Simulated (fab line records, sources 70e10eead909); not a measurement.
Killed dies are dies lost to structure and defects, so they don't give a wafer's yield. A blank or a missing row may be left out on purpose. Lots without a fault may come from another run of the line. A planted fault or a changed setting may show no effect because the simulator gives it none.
A struck lot beside a sound one | flow nand_harc | 14 steps out of a route of 1302
Sound: wafers L128.1, L128.5, L128.6. Struck: wafer L117.4. (L117.2, L117.5 of the same lot were not struck and are left out.) The cause comes at the end.
At each step with rows: each side's tool, then ch and its chambers, then its first start. Under that, the readings that differ: sound wafers | struck wafers | difference of the means | sigmas: that difference in standard deviations of wafers without a fault.
alike: readings whose means differ by less than 2 such deviations, and words and numbers that are the same on both sides. not compared: withheld readings, readings that some wafer has no value for, bounds like >300 that may hide the same value, and numbers for which the record gives no deviation and whose values overlap.
The two part at a step that has a row with sigmas, a row that says differs or no value, or rows on one side only. Numbers that don't overlap but have no deviation are shown without sigmas and don't part them. A reading that every wafer of one side lacks parts them only if that side has two wafers or more.

first, 8 steps without rows for these wafers: NHARC_THIN_TSV_DEHYDRATE_25 (time 120 s); NHARC_THIN_TSV_HMDS_26 (time 30 s); NHARC_THIN_TSV_COAT_27; NHARC_THIN_TSV_SOFTBAKE_28 (time 95 s); NHARC_THIN_TSV_EBR_29; NHARC_THIN_TSV_EXPOSE_30 (exposes mask PAD); NHARC_THIN_TSV_PEB_31 (peb time 85 s); NHARC_THIN_TSV_DEVELOP_32 (time 70 s).
NHARC_THIN_TSV_CD_MEAS_33: target cd 5000 nm.
  sound on cd_sem-01 ch 0, day 32 08:40; struck on cd_sem-02 ch 0, day 27 15:53
  alike: cd_nm
then, 1 step without rows for these wafers: NHARC_THIN_TSV_HARDBAKE_34 (time 80 s).
NHARC_THIN_TSV_DESCUM_35: chemistry O2, time 3 s.
  sound on rie_diel-09 ch 0,1,3, day 32 08:52; struck on rie_diel-07 ch 3, day 27 16:03
  alike: chamber_pressure_mTorr, drypump_motor_current_A, oes_product_au, rf_vpp_V, showerhead_plenum_p_Torr, throttle_valve_pct
  not compared: rf_hours_counter_h
NHARC_THIN_TSV_ETCH_59: etches the open film in Cl2/BCl3, target depth 880 nm, time 138.1 s.
  sound on rie_metal-03 ch 0,1, day 32 08:59; struck on rie_metal-02 ch 1, day 27 16:12
  alike: chamber_pressure_mTorr, drypump_motor_current_A, mfc_cl2_sccm, oes_product_au, run_length_s, throttle_valve_pct
  not compared: rf_hours_counter_h
NHARC_THIN_TSV_ETCH_36: etches the open film in Cl2/BCl3, target depth 65 nm, time 18.571 s.
  sound on rie_metal-03 ch 0,1, day 32 09:13; struck on rie_metal-02 ch 0, day 27 16:26
  reading          | sound          | struck | difference | sigmas
  run_length_s (s) | 39.4 40.7 38.9 | 35.6   | -4.1       | -11
  alike: chamber_pressure_mTorr, drypump_motor_current_A, oes_product_au
  not compared: rf_hours_counter_h
NHARC_THIN_TSV_STRIP_56: strips in O2.
  sound on plasma_asher-01 ch 0,1, day 32 09:22; struck on plasma_asher-01 ch 0, day 27 16:35
  alike: drypump_motor_current_A, heater_power_w, rf_refl_power_W
  not compared: rf_hours_counter_h

WHERE THEY PART
Only at NHARC_THIN_TSV_ETCH_36, within this record. Later steps at which nothing parts them and some readings are alike: NHARC_THIN_TSV_STRIP_56.

WHY: what the simulator had put in
Process parameter drift: rie_metal-02, from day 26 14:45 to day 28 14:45, at NHARC_THIN_TSV_ETCH_36. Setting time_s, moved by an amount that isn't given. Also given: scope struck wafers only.
